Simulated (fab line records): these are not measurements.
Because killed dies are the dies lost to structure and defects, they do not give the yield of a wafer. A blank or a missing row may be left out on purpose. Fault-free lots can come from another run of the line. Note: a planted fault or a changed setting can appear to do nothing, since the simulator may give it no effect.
fab line records	flow n5Finfet	part 1 of 2: steps 1 to 4 of 6
record: lots: 23	wafers: 69	lastDay: 17
route steps=1938 shown BEOL_M11@1587 BEOL_M12@1612
lots with no fault: from the same line, run without faults
startH: hours from the record's first day to the start of the lot's first wafer shown	waitH: hours elapsed since this lot's preceding step	" same as the row above	L1.1+2: a row that stands for several wafers	- no value present, or no start provided	* or withheld: withheld	< > ~ a bound
route shown NAME@n: a module of which the file shows steps, and the number in the route of the first	usual: mean and standard deviation over wafers with no fault	same: alike in all rows	chamber/n: place in a boat	sites: each site's reading	_std_site: the values' standard deviation	_edge_site: outer sites' mean less inner sites'	radiusMm: how far each site lies from the wafer's centre	mask NAME#n: copy n	behind: the last tool/chamber to shape the wafer	hold: what put the lot on hold/how long, in hours/how the hold closed	device: transistor that didn't switch, given as n, p or np	end of line: tests run on the same wafers once the route is complete	a step given without rows: its recipe and nothing more	killed: dies lost to structure and defects at the first sort, not the wafer's yield	map: dies across one wafer; x = killed, . = not, _ = none there
set.NAME: the setting that was run; set.NAME@STEP: the one run at that earlier step	model.NAME: the simulator's own value behind a step, which no gauge read
a sample of lots followed through the steps of the route, with each step as a table and each wafer as a row
services: the hour from which a tool's chamber was out of use, counted from the record's first day as startH (under 0 if before that day), plus the number of hours and why
== steps ==
step: N5_BEOL_M11_CURE_72
recipe: tempC: 370	timeS: 120	ambient: DMADMS/He	material: SiCOH_lowk
usual: lampPowerPct: 52.31/0.053	wafer_temp_C_max: 371.7/0.65
lot.wafer	tool	chamber	startH	waitH	lampPowerPct	wafer_temp_C_max
L074.1	uvCure-02	1	230.31	0.0	52.37	371.8
L074.2	"	1	"	"	52.18	371.6
L074.4	"	1	"	"	52.45	372.0
L075.1	uvCure-01	2	237.29	0.0	52.33	371.3
L075.3	"	2	"	"	52.30	372.2
L075.4	"	2	"	"	52.37	371.7
L076.2	uvCure-01	0	252.95	0.1	52.28	372.7
L076.3	"	0	"	"	52.29	372.2
L076.5	"	0	"	"	52.40	373.0
L077.2	uvCure-03	2	260.40	0.1	52.38	371.5
L077.5	"	2	"	"	52.31	371.1
L077.6	"	2	"	"	52.38	371.9
L080.3	uvCure-02	2	260.57	0.1	52.34	371.6
L080.4	"	2	"	"	52.36	371.6
L080.5	"	2	"	"	52.36	371.9
L079.1	uvCure-03	1	260.90	0.2	52.26	372.4
L079.3	"	1	"	"	52.33	373.9
L079.4	"	1	"	"	52.25	373.5
L081.1	uvCure-03	2	265.76	0.0	52.32	371.3
L081.5	"	2	"	"	52.42	372.4
L081.6	"	2	"	"	52.35	371.1
L078.1	uvCure-02	1	267.19	0.0	52.26	371.8
L078.5	"	1	"	"	52.36	371.7
L078.6	"	1	"	"	52.28	372.1
L082.3	uvCure-02	1	274.81	0.1	52.28	372.8
L082.4	"	1	"	"	52.29	372.9
L082.6	"	1	"	"	52.38	372.1
L083.2	uvCure-03	0	282.91	0.1	52.32	371.2
L083.4	"	0	"	"	52.32	370.8
L083.5	"	0	"	"	52.28	371.1
L084.2	uvCure-03	1	290.41	0.1	52.38	372.3
L084.5	"	1	"	"	52.26	372.4
L084.6	"	1	"	"	52.28	372.3
L085.2	uvCure-03	2	305.98	0.1	52.37	371.3
L085.3	"	2	"	"	52.35	371.3
L085.4	"	2	"	"	52.36	371.5
L087.4	uvCure-02	0	309.33	0.2	52.30	371.8
L087.5	"	0	"	"	52.32	372.1
L087.6	"	0	"	"	52.28	371.6
L089.1	uvCure-03	2	316.65	0.0	52.25	370.4
L089.3	"	2	"	"	52.29	371.1
L089.4	"	2	"	"	52.28	371.0
L086.1	uvCure-02	1	316.66	0.0	52.35	371.5
L086.3	"	1	"	"	52.30	372.0
L086.4	"	1	"	"	52.27	371.8
L091.2	uvCure-01	0	320.18	0.1	52.24	372.4
L091.3	"	0	"	"	52.36	371.9
L091.5	"	0	"	"	52.24	372.1
L090.1	uvCure-02	1	322.44	0.0	52.31	372.4
L090.4	"	1	"	"	52.35	372.6
L090.6	"	1	"	"	52.23	372.2
L088.3	uvCure-01	2	324.86	0.2	52.28	371.5
L088.5	"	2	"	"	52.34	371.5
L088.6	"	2	"	"	52.33	371.3
L093.3	uvCure-03	0	329.87	0.1	52.36	371.3
L093.4	"	0	"	"	52.27	371.1
L093.5	"	0	"	"	52.30	370.8
L092.4	uvCure-01	2	351.41	0.3	52.21	371.2
L092.5	"	2	"	"	52.28	371.4
L092.6	"	2	"	"	52.38	371.4
L094.1	uvCure-03	0	352.43	0.0	52.30	371.1
L094.4	"	0	"	"	52.35	371.7
L094.6	"	0	"	"	52.27	371.2
L095.1	uvCure-03	2	375.01	0.0	52.33	371.1
L095.3	"	2	"	"	52.24	371.0
L095.4	"	2	"	"	52.33	371.6
L097.3	uvCure-02	0	375.32	0.3	52.16	372.1
L097.4	"	0	"	"	52.26	371.4
L097.6	"	0	"	"	52.32	371.1
step: N5_BEOL_M11_CMP_52
recipe: stopOn: SiCOH_lowk	tOverpolishS: 7	downForcePsi: 1	platenRpm: 50	clearingPlatenDownForcePsi: 1.5	clearingPlatenRpm: 50	postCmpClean: cuAlkaline	targetThkNm: 140	clearingPlatenPadVelocityMS: 0.99484	padVelocityMS: 0.99484
usual: barrierFieldEndpointS: 28.9/0.64	motorCurrentA: 6.2/0.39	overpolishRunS: 7.000/0.009	slurryFilterDpKPa: 13.48/0.14	timeToEndpointS: 66/3.1
same: tOverpolishS: 7
lot.wafer	tool	chamber	startH	waitH	barrierFieldEndpointS	motorCurrentA	overpolishRunS	slurryFilterDpKPa	timeToEndpointS
L074.2	cmp-02	3	232.72	0.4	28.0	6.1	6.987	13.39	63
L074.4	"	0	"	"	28.6	6.4	7.010	13.46	66
L074.1	"	1	"	"	28.8	5.9	6.986	13.29	69
L075.1	cmp-04	2	239.43	0.5	28.6	6.5	6.991	13.65	67
L075.4	"	3	"	"	29.0	6.0	7.014	13.49	66
L075.3	"	0	"	"	29.1	5.3	7.002	13.28	65
L076.3	cmp-03	1	257.30	0.4	28.6	6.2	7.006	13.35	67
L076.2	"	2	"	"	29.1	6.5	6.993	13.76	70
L076.5	"	0	"	"	29.2	5.5	7.017	13.37	69
L080.4	cmp-03	0	262.49	0.1	29.2	5.8	6.995	13.62	66
L080.3	"	2	"	"	29.4	6.4	6.998	13.42	68
L080.5	"	1	"	"	30.2	5.9	7.007	13.57	68
L077.2	cmp-04	0	262.68	0.2	28.1	5.2	7.002	13.27	63
L077.6	"	0	"	"	27.6	5.3	6.999	13.49	62
L077.5	"	1	"	"	29.1	6.3	7.007	13.62	64
L079.4	cmp-04	0	263.94	0.2	28.4	6.0	6.992	13.68	63
L079.1	"	2	"	"	29.5	6.6	7.005	13.63	66
L079.3	"	3	"	"	29.0	6.0	6.985	13.50	67
L081.1	cmp-02	1	267.83	0.3	28.5	5.8	6.979	13.34	67
L081.6	"	1	"	"	28.4	5.7	6.994	13.37	68
L081.5	"	2	"	"	29.7	6.5	7.003	13.44	66
L078.1	cmp-04	3	270.90	0.4	29.1	5.8	6.989	13.43	68
L078.5	"	0	"	"	28.8	5.4	7.011	13.55	62
L078.6	"	1	"	"	29.3	6.2	7.006	13.31	67
L082.4	cmp-04	3	276.74	0.2	29.6	6.2	7.017	13.72	67
L082.3	"	1	"	"	29.3	6.4	7.003	13.10	64
L082.6	"	2	"	"	29.7	6.5	6.990	13.77	68
L083.2	cmp-04	0	284.94	0.2	28.5	5.5	7.007	13.58	63
L083.4	"	3	"	"	29.5	5.8	6.993	13.54	65
L083.5	"	1	"	"	29.2	6.6	7.010	13.74	69
L084.2	cmp-04	3	292.49	0.3	30.3	6.3	6.987	13.40	74
L084.6	"	1	"	"	29.7	6.0	6.997	13.33	71
L084.5	"	2	"	"	29.4	6.6	7.006	13.44	70
L085.2	cmp-03	3	307.97	0.6	28.5	6.7	7.002	13.62	67
L085.4	"	1	"	"	28.4	6.1	6.973	13.58	63
L085.3	"	2	"	"	29.1	6.4	7.000	13.73	69
L087.4	cmp-02	3	311.82	0.2	27.5	6.1	6.993	13.27	60
L087.6	"	0	"	"	28.2	6.0	7.010	13.52	66
L087.5	"	1	"	"	29.3	5.7	6.991	13.55	66
L089.1	cmp-02	3	320.24	0.3	27.7	6.1	6.996	13.71	60
L089.3	"	1	"	"	28.9	5.6	6.998	13.35	67
L089.4	"	2	"	"	28.6	6.4	6.992	13.40	64
L086.1	cmp-03	3	320.32	0.3	29.4	6.6	6.994	13.44	66
L086.4	"	0	"	"	29.1	5.5	6.993	13.45	64
L086.3	"	1	"	"	28.5	6.0	6.998	13.37	64
L091.3	cmp-03	1	322.43	0.2	28.4	6.0	7.019	13.59	62
L091.2	"	0	"	"	28.2	5.6	6.998	13.72	63
L091.5	"	1	"	"	28.6	6.3	6.990	13.27	63
L090.4	cmp-03	0	325.23	0.1	29.0	5.8	6.988	13.45	64
L090.1	"	1	"	"	29.7	6.0	6.988	13.47	69
L090.6	"	0	"	"	29.6	5.8	7.002	13.22	66
L088.3	cmp-04	3	327.67	0.2	29.1	6.2	6.998	13.44	66
L088.5	"	3	"	"	28.7	6.2	6.997	13.55	68
L088.6	"	0	"	"	28.5	5.6	6.988	13.59	62
L093.3	cmp-02	3	331.48	0.3	27.6	6.2	6.989	13.74	62
L093.4	"	0	"	"	28.0	6.3	7.008	13.41	64
L093.5	"	2	"	"	29.7	6.2	7.002	13.63	68
L092.4	cmp-03	1	353.66	0.1	29.7	6.1	7.008	13.46	70
L092.6	"	1	"	"	28.2	6.0	7.004	13.44	65
L092.5	"	2	"	"	28.0	6.3	7.006	13.59	68
L094.1	cmp-04	2	354.13	0.3	28.2	6.3	7.010	13.23	61
L094.4	"	3	"	"	28.7	6.1	7.001	13.68	61
L094.6	"	0	"	"	28.0	5.6	7.005	13.25	59
L097.3	cmp-02	1	378.03	0.2	29.9	5.9	6.983	13.61	68
L097.4	"	3	"	"	29.5	6.1	6.989	13.71	64
L097.6	"	2	"	"	28.7	6.0	7.009	13.44	69
L095.4	cmp-03	2	378.15	0.1	28.0	6.4	6.994	13.60	63
L095.1	"	3	"	"	28.1	6.7	6.989	13.53	66
L095.3	"	0	"	"	28.5	5.8	7.013	13.42	66
step: N5_BEOL_M12_CD_MEAS_10
recipe: targetCdNm: 140	landingEnergyEv: 500	detector: seInlens	polarity: opening
usual: cdNm: 140.1/1.9
lot.wafer	tool	chamber	startH	waitH	cdNm
L074.1	cdSem-01	0	233.78	-	137.4
L074.2	"	0	"	"	138.8
L074.4	"	0	"	"	139.3
L075.1	cdSem-03	0	240.43	-	140.3
L075.3	"	0	"	"	140.5
L075.4	"	0	"	"	137.5
L076.2	cdSem-01	0	258.31	-	139.8
L076.3	"	0	"	"	139.4
L076.5	"	0	"	"	139.4
L080.3	cdSem-02	0	263.43	-	138.4
L080.4	"	0	"	"	141.5
L080.5	"	0	"	"	139.3
L077.2	cdSem-01	0	263.63	-	140.6
L077.5	"	0	"	"	142.3
L077.6	"	0	"	"	140.1
L079.1	cdSem-01	0	264.98	-	140.4
L079.3	"	0	"	"	138.3
L079.4	"	0	"	"	137.0
L081.1	cdSem-03	0	268.75	-	138.6
L081.5	"	0	"	"	138.7
L081.6	"	0	"	"	139.6
L078.1	cdSem-01	0	271.83	-	137.0
L078.5	"	0	"	"	137.4
L078.6	"	0	"	"	140.1
L082.3	cdSem-01	0	277.80	-	141.4
L082.4	"	0	"	"	137.2
L082.6	"	0	"	"	139.1
L083.2	cdSem-02	0	285.86	-	140.3
L083.4	"	0	"	"	140.4
L083.5	"	0	"	"	139.2
L084.2	cdSem-02	0	293.46	-	142.2
L084.5	"	0	"	"	139.9
L084.6	"	0	"	"	138.0
L085.2	cdSem-03	0	309.01	-	138.8
L085.3	"	0	"	"	140.3
L085.4	"	0	"	"	139.4
L087.4	cdSem-01	0	312.62	-	138.2
L087.5	"	0	"	"	136.2
L087.6	"	0	"	"	142.1
L089.1	cdSem-02	0	321.21	-	141.0
L089.3	"	0	"	"	141.8
L089.4	"	0	"	"	141.7
L086.1	cdSem-02	0	321.37	-	140.3
L086.3	"	0	"	"	140.5
L086.4	"	0	"	"	145.1
L091.2	cdSem-03	0	323.53	-	143.0
L091.3	"	0	"	"	141.4
L091.5	"	0	"	"	141.3
L090.1	cdSem-03	0	326.32	-	140.7
L090.4	"	0	"	"	138.9
L090.6	"	0	"	"	141.3
L088.3	cdSem-03	0	328.59	-	140.3
L088.5	"	0	"	"	140.7
L088.6	"	0	"	"	142.2
L093.3	cdSem-01	0	332.45	-	140.0
L093.4	"	0	"	"	140.5
L093.5	"	0	"	"	141.0
L092.4	cdSem-03	0	354.70	-	139.7
L092.5	"	0	"	"	140.0
L092.6	"	0	"	"	138.2
L094.1	cdSem-02	0	355.09	-	141.9
L094.4	"	0	"	"	137.9
L094.6	"	0	"	"	142.1
L097.3	cdSem-01	0	379.09	-	143.5
L097.4	"	0	"	"	141.5
L097.6	"	0	"	"	141.0
L095.1	cdSem-02	0	379.25	-	140.8
L095.3	"	0	"	"	138.6
L095.4	"	0	"	"	140.2
step: N5_BEOL_M12_ETCH_59
recipe: chemistry: N2/H2	target: BARC	targetDepthA: 890	overetchA: 267	timeS: 67.9	ionEnergyEv: 200	pressureMtorr: 30	sourceW: 840	biasW: 150	n2FlowSccm: 200	h2FlowSccm: 200
usual: drypumpMotorCurrentA: 5.8/0.51	n2FlowSccm: 200.0/0.57	oesProductAu: 0.65/0.065	rfVppV: 523.4/2.5	showerheadPlenumPTorr: 2.52/0.085	throttleValvePct: 18.01/0.22
lot.wafer	tool	chamber	startH	waitH	drypumpMotorCurrentA	n2FlowSccm	oesProductAu	rfHoursCounterH	rfVppV	showerheadPlenumPTorr	throttleValvePct
L074.1	rieDiel-05	1	233.90	0.0	6.1	199.4	0.61	219	521.3	2.40	18.15
L074.2	"	2	"	"	6.5	200.4	0.67	148	524.7	2.55	17.84
L074.4	"	0	"	"	5.8	201.0	0.62	202	522.5	2.52	18.32
L075.1	rieDiel-05	2	240.74	0.0	6.5	199.8	0.66	151	524.9	2.55	17.85
L075.3	"	3	"	"	5.4	200.9	0.63	189	524.1	2.50	17.75
L075.4	"	0	"	"	5.8	200.8	0.62	205	524.4	2.52	18.34
L076.2	rieDiel-04	3	258.43	0.0	4.9	199.2	0.60	188	519.2	2.43	18.21
L076.3	"	2	"	"	4.9	200.3	0.60	233	525.5	2.61	17.98
L076.5	"	2	"	"	4.9	200.2	0.60	-	526.7	2.61	17.98
L080.3	rieDiel-05	0	263.55	0.0	5.8	200.5	0.61	214	522.3	2.52	18.37
L080.4	"	2	"	"	6.6	199.9	0.65	-	524.1	2.54	17.86
L080.5	"	3	"	"	5.4	200.4	0.63	-	523.8	2.50	17.78
L077.2	rieDiel-05	0	263.82	0.0	5.7	200.1	0.61	214	522.6	2.52	18.35
L077.5	"	3	"	"	5.4	200.3	0.62	-	523.4	2.50	17.79
L077.6	"	0	"	"	5.7	200.0	0.61	-	523.2	2.52	18.36
L079.1	rieDiel-05	0	265.21	0.0	5.7	199.5	0.61	215	522.0	2.52	18.37
L079.3	"	2	"	"	6.6	199.1	0.65	161	523.7	2.54	17.86
L079.4	"	0	"	"	5.7	199.8	0.61	-	524.1	2.52	18.37
L081.1	rieDiel-05	3	268.87	0.0	5.4	199.9	0.62	200	523.9	2.50	17.77
L081.5	"	2	"	"	6.5	199.7	0.65	-	523.6	2.54	17.88
L081.6	"	1	"	"	6.1	199.4	0.60	-	519.8	2.40	18.17
L078.1	rieDiel-05	1	272.10	0.0	6.2	201.4	0.60	227	520.4	2.40	18.18
L078.5	"	2	"	"	6.5	200.3	0.65	-	522.8	2.54	17.87
L078.6	"	1	"	"	6.1	200.8	0.60	-	521.2	2.40	18.18
L082.3	rieDiel-04	0	278.25	0.0	6.1	198.7	0.62	170	525.3	2.66	18.22
L082.4	"	2	"	"	4.9	200.0	0.59	-	525.3	2.61	18.00
L082.6	"	1	"	"	5.8	199.9	0.70	-	523.7	2.57	18.14
L083.2	rieDiel-04	2	286.04	0.0	4.8	201.0	0.59	244	525.7	2.61	17.99
L083.4	"	0	"	"	6.0	199.9	0.62	171	527.8	2.66	18.21
L083.5	"	1	"	"	5.8	199.3	0.70	-	525.5	2.57	18.13
L084.2	rieDiel-06	1	293.58	0.0	5.6	199.9	0.60	223	518.7	2.30	18.02
L084.5	"	0	"	"	6.4	199.8	0.78	-	523.1	2.50	17.85
L084.6	"	3	"	"	5.1	200.5	0.72	-	521.5	2.48	17.80
L085.2	rieDiel-04	2	309.28	0.0	4.9	199.1	0.58	250	526.9	2.61	18.00
L085.3	"	3	"	"	4.9	200.0	0.60	202	519.3	2.42	18.23
L085.4	"	1	"	"	5.8	200.7	0.69	92	525.2	2.56	18.16
L087.4	rieDiel-05	1	312.81	0.0	6.2	199.5	0.59	244	519.5	2.39	18.18
L087.5	"	2	"	"	6.5	200.2	0.63	-	524.0	2.54	17.88
L087.6	"	1	"	"	6.1	199.9	0.59	-	518.5	2.39	18.20
L089.1	rieDiel-04	1	321.33	0.0	5.8	200.1	0.68	97	524.5	2.56	18.17
L089.3	"	0	"	"	6.0	200.8	0.61	183	527.2	2.65	18.25
L089.4	"	0	"	"	6.0	199.9	0.61	-	527.3	2.65	18.24
L086.1	rieDiel-06	1	321.49	0.0	5.6	199.6	0.60	233	516.2	2.29	18.04
L086.3	"	2	"	"	5.6	199.1	0.71	69	524.1	2.55	17.55
L086.4	"	0	"	"	6.5	200.5	0.77	33	522.3	2.50	17.87
L091.2	rieDiel-05	0	323.65	0.0	5.8	199.2	0.61	235	522.2	2.51	18.41
L091.3	"	2	"	"	6.5	199.5	0.64	185	524.9	2.53	17.92
L091.5	"	2	"	"	6.5	199.7	0.64	-	524.1	2.53	17.90
L090.1	rieDiel-06	3	326.44	0.0	5.1	200.5	0.71	63	522.6	2.47	17.83
L090.4	"	1	"	"	5.6	200.0	0.59	235	516.4	2.29	18.04
L090.6	"	0	"	"	6.4	199.9	0.77	-	522.4	2.50	17.88
L088.3	rieDiel-05	0	329.05	0.0	5.7	199.5	0.60	238	525.4	2.51	18.41
L088.5	"	3	"	"	5.4	200.1	0.60	-	522.1	2.49	17.81
L088.6	"	2	"	"	6.5	199.4	0.63	-	524.6	2.53	17.91
L093.3	rieDiel-05	3	333.42	0.0	5.4	201.0	0.60	226	524.7	2.49	17.84
L093.4	"	2	"	"	6.5	200.0	0.64	-	522.9	2.53	17.91
L093.5	"	3	"	"	5.4	200.8	0.60	-	524.4	2.49	17.85
L092.4	rieDiel-04	1	354.82	0.0	5.8	199.8	0.68	105	523.8	2.56	18.17
L092.5	"	3	"	"	4.9	199.7	0.59	-	519.1	2.42	18.25
L092.6	"	0	"	"	6.0	199.5	0.61	-	525.4	2.65	18.29
L094.1	rieDiel-06	3	355.26	0.0	5.1	199.8	0.70	73	522.4	2.47	17.84
L094.4	"	0	"	"	6.5	200.7	0.76	47	523.0	2.49	17.90
L094.6	"	0	"	"	6.5	200.6	0.75	-	522.5	2.49	17.91
L097.3	rieDiel-05	3	379.21	0.0	5.4	199.6	0.60	247	522.4	2.48	17.86
L097.4	"	2	"	"	6.5	200.7	0.62	212	524.6	2.52	17.96
L097.6	"	0	"	"	5.7	199.1	0.82	-	521.1	2.50	17.98
L095.1	rieDiel-05	3	379.48	0.0	5.4	200.1	0.59	247	523.2	2.48	17.85
L095.3	"	1	"	"	6.1	200.5	0.79	14	527.8	2.70	17.90
L095.4	"	0	"	"	5.7	199.9	0.82	5	522.8	2.50	17.98
